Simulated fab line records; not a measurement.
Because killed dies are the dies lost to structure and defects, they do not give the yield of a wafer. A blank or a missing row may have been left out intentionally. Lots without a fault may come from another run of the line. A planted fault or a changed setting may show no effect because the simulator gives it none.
fab line records	flow n5Finfet
record: lots: 6	wafers: 16	lastDay: 18
route steps=1938 shown MOL_CONTACT_COAG@572 BEOL_M4@1111 PASSIVATION@1936
lots untouched by any fault: they come from a run of this same line in which no faults occurred
startH: the number of hours between the record's first day and the start of the first shown wafer of the lot	waitH: hours since the lot's step before	" the same as in the row above	L1.1+2: a row that stands for several wafers	- value missing, or start not given	* or withheld: withheld	< > ~ a bound
route shown NAME@n: NAME is a module with steps in the file, n the number in the route of the first one	usual: mean/standard deviation taken from wafers without a fault	same: alike in all rows	chamber/n: place in a boat	sites: readings site by site	_std_site: the values' standard deviation	_edge_site: outer sites' mean less inner sites'	radiusMm: for every site, how far away it sits from the centre of the wafer	mask NAME#n: copy n	behind: tool/chamber where the wafer was last shaped	hold: cause of the lot's hold/its duration in hours/its outcome	device: the transistor (n, p or np) that didn't switch	end of line: the route-end tests of the same wafers	step lacking rows: just its recipe	killed: the dies lost at the first sort to structure and to defects; this is not the yield of the wafer	map: a wafer's dies, x killed, . not, _ none there
set.NAME: setting as actually run; set.NAME@STEP: the setting as run at that earlier step	model.NAME: the simulator's own value behind a step, which no gauge read
lots at selected steps of the route; one table per step, one row per wafer
services: from which hour (startH, from the record's first day; less than 0 if before it) a tool's chamber was out of use, for how many hours, and why
== steps ==
step: N5_MOL_CONTACT_COAG_DEVELOP_83
recipe: developTimeS: 30	developer: TMAH	resist: CAR-EUV	rinseLiquid: surfactantRinse	dry: airSpin	devTempC: 23
step: N5_MOL_CONTACT_COAG_CD_MEAS_84
recipe: targetCdNm: 25.1	landingEnergyEv: 500	detector: seInlens	polarity: opening
usual: cdNm: 25.14/0.26
lot.wafer	tool	chamber	startH	waitH	cdNm
L229.2	cdSem-01	0	149.18	-	24.90
L229.5	"	0	"	"	25.59
L229.6	"	0	"	"	25.51
L233.1	cdSem-02	0	169.77	-	24.61
L233.2	"	0	"	"	25.36
L233.5	"	0	"	"	25.07
L238.1	cdSem-02	0	198.33	-	25.03
L238.5	"	0	"	"	25.66
L240.1	cdSem-01	0	212.94	-	25.30
L240.4	"	0	"	"	25.28
L242.4	cdSem-03	0	230.76	-	25.22
L242.5	"	0	"	"	25.07
L242.6	"	0	"	"	24.88
L244.2	cdSem-02	0	234.80	-	24.74
L244.5	"	0	"	"	25.05
L244.6	"	0	"	"	24.82
step: N5_MOL_CONTACT_COAG_OVL_MEAS_85
recipe: pointsPerWafer: 522
usual: VG_OVL: -0.2/0.7
lot.wafer	tool	chamber	startH	waitH	VG_OVL[nm]
L229.2	overlay-02	0	149.21	0.0	1.0
L229.5	"	0	"	"	-0.5
L229.6	"	0	"	"	-0.2
L233.1	overlay-01	0	169.80	0.0	-1.2
L233.2	"	0	"	"	-1.2
L233.5	"	0	"	"	-0.4
L238.1	overlay-02	0	198.36	0.0	-0.7
L238.5	"	0	"	"	-0.3
L240.1	overlay-01	0	212.97	0.0	-1.0
L240.4	"	0	"	"	-0.5
L242.4	overlay-01	0	230.80	0.0	-1.1
L242.5	"	0	"	"	-0.2
L242.6	"	0	"	"	-0.2
L244.2	overlay-01	0	234.84	0.0	0.1
L244.5	"	0	"	"	0.6
L244.6	"	0	"	"	0.2
step: N5_MOL_CONTACT_COAG_INSPECT_57
recipe: mode: adi	inspectInstrument: brightfield
usual: rawDefectCount: 178/43
lot.wafer	tool	chamber	startH	waitH	rawDefectCount
L229.2	defectInspect-02	-	149.26	0.0	113
L229.5	"	-	"	"	162
L229.6	"	-	"	"	146
L233.1	defectInspect-01	-	169.85	0.1	137
L233.2	"	-	"	"	169
L233.5	"	-	"	"	185
L238.1	defectInspect-02	-	198.42	0.1	118
L238.5	"	-	"	"	143
L240.1	defectInspect-01	-	213.02	0.1	199
L240.4	"	-	"	"	199
L242.4	defectInspect-02	-	230.85	0.0	165
L242.5	"	-	"	"	247
L242.6	"	-	"	"	188
L244.2	defectInspect-02	-	234.89	0.0	162
L244.5	"	-	"	"	129
L244.6	"	-	"	"	121
step: N5_MOL_CONTACT_COAG_DESCUM_88
recipe: chemistry: O2	timeS: 7	sourcePowerW: 50	biasPowerW: 20	pressureMtorr: 20	rfFrequencyHz: 2.712e+07	tempC: 40	resist: CAR-EUV	o2FlowSccm: 225
usual: drypumpMotorCurrentA: 5.6/0.42	oesProductAu: 0.80/0.08	rfVppV: 243.2/1.3	showerheadPlenumPTorr: 2.10/0.073	throttleValvePct: 20.31/0.2
lot.wafer	tool	chamber	startH	waitH	drypumpMotorCurrentA	oesProductAu	rfHoursCounterH	rfVppV	showerheadPlenumPTorr	throttleValvePct
L229.2	rieDiel-06	2	149.68	0.4	5.8	0.86	54	244.2	2.10	20.06
L229.5	"	2	"	"	5.8	0.85	-	244.2	2.10	20.07
L229.6	"	3	"	"	5.1	0.91	-	241.9	2.06	20.47
L233.1	rieDiel-04	0	170.05	0.2	6.0	0.78	119	242.8	2.00	20.07
L233.2	"	3	"	"	5.1	0.82	88	242.1	2.02	20.47
L233.5	"	3	"	"	5.1	0.83	-	243.1	2.02	20.47
L238.1	rieDiel-01	3	198.49	0.1	6.1	0.68	260	243.5	2.03	20.48
L238.5	"	0	"	"	5.2	0.82	-	244.6	2.21	20.42
L240.1	rieDiel-01	0	213.16	0.1	5.2	0.80	87	244.2	2.21	20.41
L240.4	"	1	"	"	5.3	0.70	-	243.1	2.03	20.60
L242.4	rieDiel-06	0	230.88	0.0	5.2	0.69	223	244.3	2.13	20.03
L242.5	"	2	"	"	5.8	0.82	-	243.6	2.09	20.12
L242.6	"	3	"	"	5.1	0.87	-	241.2	2.05	20.50
L244.2	rieDiel-01	0	235.64	0.7	5.2	0.79	98	245.3	2.20	20.44
L244.5	"	0	"	"	5.2	0.79	-	243.7	2.20	20.44
L244.6	"	3	"	"	6.1	0.97	-	242.0	2.03	19.82
step: N5_MOL_CONTACT_COAG_ETCH_89
recipe: chemistry: N2/H2	target: underlayer	targetDepthA: 130	maskMaterial: CAR-EUV	timeS: 10.4	ionEnergyEv: 200	pressureMtorr: 30	sourceW: 840	biasW: 150	n2FlowSccm: 200	h2FlowSccm: 200	ends: cleared
usual: drypumpMotorCurrentA: 5.6/0.43	etchRfOnTimeS: 10.3/0.38	n2FlowSccm: 200.1/0.62	oesProductAu: 0.69/0.071	rfVppV: 524.1/2.5	showerheadPlenumPTorr: 2.55/0.086	throttleValvePct: 17.78/0.23
lot.wafer	tool	chamber	startH	waitH	drypumpMotorCurrentA	etchRfOnTimeS	n2FlowSccm	oesProductAu	rfHoursCounterH	rfVppV	showerheadPlenumPTorr	throttleValvePct
L229.2	rieDiel-06	2	149.71	0.0	5.7	9.4	200.5	0.77	54	524.1	2.58	17.66
L229.5	"	2	"	"	5.8	9.5	200.7	0.77	-	525.7	2.58	17.67
L229.6	"	3	"	"	5.0	10.8	200.4	0.74	-	522.2	2.49	17.81
L233.1	rieDiel-04	0	170.09	0.0	5.9	10.5	199.4	0.67	119	520.8	2.46	17.63
L233.2	"	3	"	"	5.2	10.6	200.5	0.69	88	520.6	2.46	17.85
L233.5	"	3	"	"	5.2	10.6	200.3	0.70	-	521.0	2.46	17.87
L238.1	rieDiel-01	3	198.52	0.0	6.1	10.1	200.2	0.60	260	521.1	2.51	18.32
L238.5	"	0	"	"	5.2	10.1	200.9	0.71	-	527.8	2.68	17.83
L240.1	rieDiel-01	0	213.20	0.0	5.2	10.3	200.4	0.70	87	526.8	2.67	17.82
L240.4	"	1	"	"	5.3	9.8	199.7	0.61	-	521.4	2.49	18.20
L242.4	rieDiel-06	0	230.91	0.0	5.2	10.5	200.1	0.59	223	525.2	2.61	17.62
L242.5	"	2	"	"	5.8	9.5	199.1	0.74	-	527.5	2.57	17.69
L242.6	"	3	"	"	5.0	10.5	199.8	0.72	-	522.3	2.47	17.87
L244.2	rieDiel-01	0	235.67	0.0	5.2	10.2	200.9	0.70	98	527.8	2.67	17.85
L244.5	"	0	"	"	5.2	10.2	201.3	0.69	-	526.6	2.67	17.85
L244.6	"	3	"	"	6.1	10.0	200.4	0.85	-	520.8	2.51	17.70
step: N5_MOL_CONTACT_COAG_ETCH_90
recipe: chemistry: CF4	target: SiARC	targetDepthA: 130	maskMaterial: CAR-EUV	timeS: 21.7	ionEnergyEv: 80	pressureMtorr: 40	sourceW: 545	biasW: 36	Ar_flow_sccm: 100	cf4FlowSccm: 100	ends: cleared
usual: drypumpMotorCurrentA: 5.6/0.42	etchRfOnTimeS: 21.4/0.73	oesProductAu: 0.69/0.072	rfVppV: 184.1/1.2	showerheadPlenumPTorr: 2.15/0.065	throttleValvePct: 15.53/0.17
lot.wafer	tool	chamber	startH	waitH	drypumpMotorCurrentA	etchRfOnTimeS	oesProductAu	rfHoursCounterH	rfVppV	showerheadPlenumPTorr	throttleValvePct
L229.2	rieDiel-06	2	149.73	0.0	5.8	20.0	0.76	54	184.4	2.18	15.47
L229.5	"	2	"	"	5.8	20.1	0.76	-	183.0	2.18	15.47
L229.6	"	3	"	"	5.0	22.1	0.74	-	183.8	2.10	15.55
L233.1	rieDiel-04	0	170.10	0.0	5.9	21.5	0.67	119	182.6	2.08	15.43
L233.2	"	3	"	"	5.1	22.0	0.70	88	183.0	2.07	15.61
L233.5	"	3	"	"	5.1	22.0	0.70	-	185.5	2.07	15.61
L238.1	rieDiel-01	3	198.54	0.0	6.1	21.4	0.59	260	184.1	2.10	15.77
L238.5	"	0	"	"	5.2	21.6	0.71	-	184.1	2.24	15.50
L240.1	rieDiel-01	0	213.22	0.0	5.2	21.7	0.69	87	187.0	2.24	15.49
L240.4	"	1	"	"	5.3	20.6	0.61	-	185.6	2.10	15.97
L242.4	rieDiel-06	0	230.93	0.0	5.2	22.0	0.59	223	186.0	2.21	15.51
L242.5	"	2	"	"	5.8	20.0	0.74	-	185.1	2.17	15.51
L242.6	"	3	"	"	5.0	22.0	0.72	-	183.4	2.09	15.62
L244.2	rieDiel-01	0	235.69	0.0	5.2	21.5	0.69	98	185.7	2.23	15.55
L244.5	"	0	"	"	5.2	21.6	0.69	-	184.7	2.23	15.54
L244.6	"	3	"	"	6.1	21.3	0.84	-	182.4	2.10	15.20
step: N5_MOL_CONTACT_COAG_ALD_131
recipe: material: SiO2	targetThkA: 50	tempC: 100	aldPrecursorFamily: BDEAS	aldCoReactant: O2-plasma	pulseTimeS: 1	coReactantPulseTimeS: 1	purgeTimeS: 2	coReactantPurgeTimeS: 2	aldCycles: 35	pressureTorr: 2
usual: heaterPowerW: 77/5	precursorPulseHeightRel: 1.000/0.019
lot.wafer	tool	chamber	startH	waitH	heaterPowerW	precursorPulseHeightRel
L229.2	aldSin-01	1	149.81	0.1	77	1.002
L229.5	"	0	"	"	74	0.997
L229.6	"	1	"	"	79	0.983
L233.1	aldSin-02	3	170.38	0.2	91	1.030
L233.2	"	2	"	"	67	1.009
L233.5	"	2	"	"	69	1.011
L238.1	aldSin-01	0	198.62	0.1	76	1.007
L238.5	"	3	"	"	77	1.025
L240.1	aldSin-01	3	213.30	0.1	77	0.965
L240.4	"	1	"	"	76	0.994
L242.4	aldSin-04	0	231.01	0.1	73	0.980
L242.5	"	1	"	"	77	1.008
L242.6	"	2	"	"	85	1.005
L244.2	aldSin-04	1	235.78	0.1	77	1.016
L244.5	"	2	"	"	89	1.017
L244.6	"	1	"	"	77	0.990
step: N5_MOL_CONTACT_COAG_ETCHBACK_132
recipe: chemistry: CHF3	target: SiO2	targetDepthA: 100	timeS: 6.7	ionEnergyEv: 200	pressureMtorr: 30	sourceW: 610	biasW: 170	Ar_flow_sccm: 200	CHF3_flow_sccm: 50
step: N5_MOL_CONTACT_COAG_ETCH_91
recipe: chemistry: N2/H2	target: SOC	targetDepthA: 600	overetchA: 210	maskMaterial: SiARC	tempC: 40	timeS: 101.2	ionEnergyEv: 200	pressureMtorr: 30	sourceW: 840	biasW: 150	n2FlowSccm: 200	h2FlowSccm: 200
usual: drypumpMotorCurrentA: 5.6/0.41	n2FlowSccm: 199.9/0.62	oesProductAu: 0.67/0.066	rfVppV: 524.1/2.5	showerheadPlenumPTorr: 2.56/0.085	throttleValvePct: 17.79/0.27
lot.wafer	tool	chamber	startH	waitH	drypumpMotorCurrentA	n2FlowSccm	oesProductAu	rfHoursCounterH	rfVppV	showerheadPlenumPTorr	throttleValvePct
L229.2	rieDiel-06	0	150.09	0.0	5.2	200.1	0.61	194	526.3	2.63	17.54
L229.5	"	2	"	"	5.8	199.5	0.72	-	524.1	2.58	17.64
L229.6	"	3	"	"	5.0	200.3	0.74	-	521.5	2.49	17.79
L233.1	rieDiel-01	2	170.71	0.0	5.6	199.8	0.72	46	520.9	2.47	17.46
L233.2	"	0	"	"	5.2	199.8	0.70	67	526.3	2.68	17.76
L233.5	"	0	"	"	5.2	199.4	0.70	-	526.7	2.68	17.76
L238.1	rieDiel-01	0	198.84	0.0	5.2	199.5	0.69	80	527.8	2.68	17.76
L238.5	"	3	"	"	6.1	199.7	0.57	-	523.4	2.51	18.27
L240.1	rieDiel-01	2	213.51	0.0	5.6	199.7	0.70	67	522.5	2.46	17.50
L240.4	"	0	"	"	5.2	199.1	0.67	-	526.5	2.67	17.80
L242.4	rieDiel-06	0	231.26	0.0	5.2	200.2	0.59	223	524.8	2.61	17.59
L242.5	"	3	"	"	5.0	199.6	0.71	-	521.3	2.47	17.85
L242.6	"	2	"	"	5.8	198.6	0.68	-	524.7	2.57	17.68
L244.2	rieDiel-06	1	236.06	0.0	6.4	200.2	0.72	44	527.7	2.70	17.69
L244.5	"	2	"	"	5.8	200.2	0.69	-	524.6	2.57	17.67
L244.6	"	3	"	"	5.1	200.1	0.70	-	520.8	2.47	17.84
step: N5_MOL_CONTACT_COAG_STRIP_92
recipe: chemistry: N2/H2	tempC: 40	n2FlowSccm: 200	h2FlowSccm: 200	rfFrequencyHz: 6e+07
step: N5_MOL_CONTACT_COAG_STRIP_93
recipe: chemistry: N2/H2	tempC: 40	n2FlowSccm: 200	h2FlowSccm: 200	rfFrequencyHz: 6e+07
step: N5_MOL_CONTACT_COAG_ETCHBACK_135
recipe: chemistry: CHF3	target: SiO2	targetDepthA: 250	timeS: 16.7	ionEnergyEv: 200	pressureMtorr: 30	sourceW: 610	biasW: 170	Ar_flow_sccm: 200	CHF3_flow_sccm: 50
usual: drypumpMotorCurrentA: 5.6/0.41	oesProductAu: 0.80/0.083	rfVppV: 520/15	runLengthS: 40.1/0.36	showerheadPlenumPTorr: 2.38/0.076	throttleValvePct: 18.63/0.21
lot.wafer	tool	chamber	startH	waitH	drypumpMotorCurrentA	oesProductAu	rfHoursCounterH	rfVppV	runLengthS	showerheadPlenumPTorr	throttleValvePct
L229.2	rieDiel-06	0	150.18	0.0	5.2	0.72	194	506	39.6	2.47	18.54
L229.5	"	2	"	"	5.8	0.88	-	523	40.0	2.42	18.56
L229.6	"	3	"	"	5.1	0.87	-	505	40.4	2.33	18.69
L233.1	rieDiel-01	2	170.80	0.0	5.6	0.88	47	501	40.7	2.31	18.43
L233.2	"	0	"	"	5.2	0.84	67	536	39.9	2.50	18.59
L233.5	"	0	"	"	5.2	0.84	-	538	39.9	2.50	18.59
L238.1	rieDiel-01	0	198.93	0.0	5.2	0.83	80	537	41.6	2.49	18.62
L238.5	"	3	"	"	6.1	0.70	-	531	39.7	2.31	18.75
L240.1	rieDiel-01	2	213.60	0.0	5.6	0.84	67	500	41.6	2.30	18.43
L240.4	"	0	"	"	5.2	0.82	-	535	40.5	2.49	18.64
L242.4	rieDiel-06	0	231.35	0.0	5.2	0.69	223	506	40.1	2.46	18.58
L242.5	"	3	"	"	5.1	0.84	-	504	40.6	2.32	18.72
L242.6	"	2	"	"	5.8	0.84	-	522	40.1	2.41	18.62
L244.2	rieDiel-06	1	236.15	0.0	6.3	0.87	44	505	39.6	2.50	18.56
L244.5	"	2	"	"	5.8	0.84	-	522	40.5	2.41	18.62
L244.6	"	3	"	"	5.1	0.84	-	505	40.6	2.32	18.74
step: N5_MOL_CONTACT_COAG_STRIP_118
recipe: chemistry: CHF3	resist: SiARC	rfFrequencyHz: 6e+07
step: N5_BEOL_M4_RC_MEAS_101
usual: DIBL_N: 36.4/2.7	DIBL_P: 36/3.2	IOFF_N: 0.16/0.046	IOFF_P: 0.21/0.055	ION_N: 677/15	ION_P: 464/11	SS_N: 71.5/0.79	SS_P: 73.3/0.93	VT_N: 250/4.1	VT_P: -251/4.4
lot.wafer	tool	chamber	startH	waitH	DIBL_N[mV/V]	DIBL_P[mV/V]	IOFF_N[nA/um]	IOFF_P[nA/um]	ION_N[uA/um]	ION_P[uA/um]	SS_N[mV/dec]	SS_P[mV/dec]	VT_N[mV]	VT_P[mV]
L229.2	prober-02	0	230.95	0.2	41.4	41	0.23	0.33	676	460	71.9	74.9	248	-245
L229.5	"	0	"	"	36.1	34	0.13	0.19	658	455	71.0	73.1	256	-254
L229.6	"	0	"	"	35.3	34	0.13	0.19	664	456	71.0	73.9	251	-250
L233.1	prober-02	0	249.36	0.0	31.1	30	0.11	0.14	661	450	69.8	72.1	251	-256
L233.2	"	0	"	"	29.8	29	0.10	0.13	657	454	70.0	71.8	253	-255
L233.5	"	0	"	"	32.4	32	0.12	0.16	666	455	71.2	72.9	253	-255
L238.1	prober-01	0	284.70	0.0	38.5	38	0.15	0.21	684	470	71.5	73.2	251	-250
L238.5	"	0	"	"	38.9	39	0.16	0.23	677	464	71.8	73.6	253	-251
L240.1	prober-02	0	293.05	0.0	38.5	38	0.19	0.24	681	463	71.5	73.9	248	-248
L240.4	"	0	"	"	36.0	35	0.15	0.20	673	455	70.3	73.7	251	-250
L242.4	prober-02	0	317.09	0.5	39.8	40	0.23	0.26	692	470	72.3	74.0	245	-246
L242.5	"	0	"	"	37.0	37	0.17	0.21	698	472	71.3	73.3	248	-250
L242.6	"	0	"	"	40.3	42	0.26	0.30	696	471	73.2	74.7	244	-246
L244.2	prober-01	0	319.60	0.2	35.0	35	0.14	0.15	662	449	71.4	72.9	252	-256
L244.5	"	0	"	"	36.2	36	0.15	0.15	667	447	72.0	73.0	251	-257
L244.6	"	0	"	"	29.7	30	0.07	0.10	631	438	70.5	71.5	260	-263
step: N5_PASSIVATION_PROBE_49
usual: defectLimitedYield: 91.1/1.4	killed_at_M0_to_M3: 34/9.7	killed_at_M4_up: 13/5.1	killedAtContacts: 14/6.3	killedAtFrontEnd: 40/11	killedAtOther: 3.5/2.7	killedDies: 105/16	killedOpen: 70/12	killedShort: 34/7.8	sort_bin_4_leakage: 0.02/0.13	sort_bin_5_function: 5.2/0.88	sort_bin_6_memory: 3.3/0.7	sort_bin_8_speed: 0.1/0.62	sortNPass: 1074/17	sortYieldPct: 91.0/1.5
same: grossDies: 1180	killedAtBackSide: 0
lot.wafer	tool	chamber	startH	waitH	defectLimitedYield[%]	killed_at_M0_to_M3	killed_at_M4_up	killedAtContacts	killedAtFrontEnd	killedAtOther	killedDies	killedOpen	killedShort	sort_bin_4_leakage[%]	sort_bin_5_function[%]	sort_bin_6_memory[%]	sort_bin_8_speed[%]	sortNPass	sortYieldPct[%]
L229.5	prober-02	-	339.24	0.2	91.3	22	9	9	60	3	103	67	36	0	5.3	3.3	0	1077	91.3
L233.1	prober-01	-	357.41	0.0	90.1	22	15	10	63	7	117	84	33	0	5.5	4.2	0	1063	90.1
L233.2	prober-01	-	357.46	0.1	88.4	49	12	10	60	6	137	87	47	0	7.2	3.9	0	1043	88.4
L233.5	prober-01	-	357.61	0.2	90.4	32	16	22	40	3	113	74	38	0	5.5	3.6	0	1067	90.4
L238.1	prober-01	-	386.86	0.0	91.0	38	8	18	37	5	106	70	36	0	5.7	3.1	0	1074	91.0
L238.5	prober-01	-	387.06	0.2	90.3	36	5	20	53	1	115	80	30	0	5.7	3.3	0	1065	90.3
L240.1	prober-01	-	398.79	0.0	89.6	47	10	20	42	4	123	79	42	0	5.6	4.4	0	1057	89.6
L240.4	prober-01	-	398.94	0.2	90.9	45	7	14	36	5	107	57	48	0	5.7	2.7	0	1073	90.9
killed by level:class
L229.5 STI_FIN_REVEAL:geometricParticle:open=18 BEOL_M0_SAQP:geometricParticle:short=8 MOL_CONTACT_COAG:geometricParticle:open=7 FIN_SAQP:geometricParticle:open=6 BEOL_M0_SAQP:geometricParticle:open=6 GATE_CUT:geometricParticle:short=5 BEOL_M3:geometricParticle:open=5 STARTING-WAFER:geometricParticle:short=5
L233.1 FIN_SAQP:geometricParticle:open=19 STI_FIN_REVEAL:geometricParticle:open=19 FIN_SAQP:geometricParticle:short=9 MOL_CONTACT_COAG:geometricParticle:open=9 BEOL_M1:geometricParticle:open=8 BEOL_M0_SAQP:geometricParticle:open=6 BEOL_M4:geometricParticle:open=6 STARTING-WAFER:geometricParticle:open=5
L233.2 FIN_SAQP:geometricParticle:open=13 STI_FIN_REVEAL:geometricParticle:open=13 BEOL_M1:geometricParticle:open=13 BEOL_M2:geometricParticle:open=10 MOL_CONTACT_COAG:geometricParticle:open=8 FIN_SAQP:geometricParticle:short=7 GATE_CUT:geometricParticle:short=7 BEOL_M1:geometricParticle:short=7
L233.5 MOL_CONTACT_COAG:geometricParticle:open=19 FIN_SAQP:geometricParticle:short=13 BEOL_M0_SAQP:geometricParticle:open=12 BEOL_M0_SAQP:geometricParticle:short=11 FIN_SAQP:geometricParticle:open=7 STI_FIN_REVEAL:geometricParticle:open=7 BEOL_M4:geometricParticle:open=7 BEOL_M0:geometricParticle:open=4
L238.1 MOL_CONTACT_COAG:geometricParticle:open=13 BEOL_M2:geometricParticle:open=13 BEOL_M3:geometricParticle:open=10 FIN_SAQP:geometricParticle:short=6 BEOL_M1:geometricParticle:open=6 MOL_CONTACT_COAG:geometricParticle:short=5 FIN_SAQP:geometricParticle:open=4 STI_FIN_REVEAL:geometricParticle:open=4
L238.5 STI_FIN_REVEAL:geometricParticle:open=18 BEOL_M3:geometricParticle:open=16 MOL_CONTACT_COAG:geometricParticle:open=14 GATE_CUT:geometricParticle:short=6 ILD0:geometricParticle:open=6 MOL_CONTACT_COAG:geometricParticle:short=6 BEOL_M0_SAQP:geometricParticle:open=6 BEOL_M0_SAQP:geometricParticle:short=6
L240.1 MOL_CONTACT_COAG:geometricParticle:open=16 BEOL_M0_SAQP:geometricParticle:short=12 BEOL_M0_SAQP:geometricParticle:open=12 BEOL_M3:geometricParticle:open=11 FIN_SAQP:geometricParticle:open=8 FIN_SAQP:geometricParticle:short=7 STI_FIN_REVEAL:geometricParticle:open=7 BEOL_M1:geometricParticle:open=5
L240.4 MOL_CONTACT_COAG:geometricParticle:open=13 BEOL_M0_SAQP:geometricParticle:open=11 FIN_SAQP:geometricParticle:short=9 GATE_CUT:geometricParticle:short=9 BEOL_M0_SAQP:geometricParticle:short=8 BEOL_M2:geometricParticle:open=8 BEOL_M1:geometricParticle:open=5 FIN_SAQP:geometricParticle:open=4
== services ==
tool	chamber	startH	hours	kind
rieDiel-04	-	126.60	2.8	pm
aldSin-02	2	130.82	3.4	repair
rieDiel-01	-	144.78	4.3	pm
aldSin-04	0	151.87	11.8	repair
rieDiel-06	3	173.08	5.7	repair
aldSin-02	-	177.38	14.0	pm
aldSin-02	0	177.38	14.0	ventCycle
aldSin-02	1	177.38	14.0	ventCycle
aldSin-02	2	177.38	14.0	ventCycle
rieDiel-04	3	185.80	9.3	repair
rieDiel-04	1	195.45	-	clean
rieDiel-04	1	195.45	-	consumableReplace:focusRing
rieDiel-04	1	195.45	17.4	scheduledDown
rieDiel-04	1	195.45	17.4	ventCycle
aldSin-02	1	203.12	14.9	repair
rieDiel-01	3	205.59	-	clean
rieDiel-01	3	205.59	-	consumableReplace:focusRing
rieDiel-01	3	205.59	19.6	scheduledDown
rieDiel-01	3	205.59	19.6	ventCycle
rieDiel-06	-	221.57	2.8	pm
rieDiel-01	1	225.32	-	clean
rieDiel-01	1	225.32	-	consumableReplace:focusRing
rieDiel-01	1	225.32	22.4	scheduledDown
rieDiel-01	1	225.32	22.4	ventCycle
== key ==
firstSign: step: N5_MOL_CONTACT_COAG_ETCHBACK_135	reading: runLengthS	direction: up	sigmas: 4.1	usual: *	struck: *
effect none on later readings
metAt N5_MOL_CONTACT_COAG_ETCHBACK_135
struckWafers L238.1,L240.1
onsetBetween 170.80 198.93
fault: kind: processParameterDrift	tool: rieDiel-01	chamber: -	onsetH: 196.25	steps: N5_MOL_CONTACT_COAG_ETCHBACK_135	channel: timeS	offset: *	shape: step	endH: 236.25	scope: struckWafersOnly	actsIn: *	stated: *
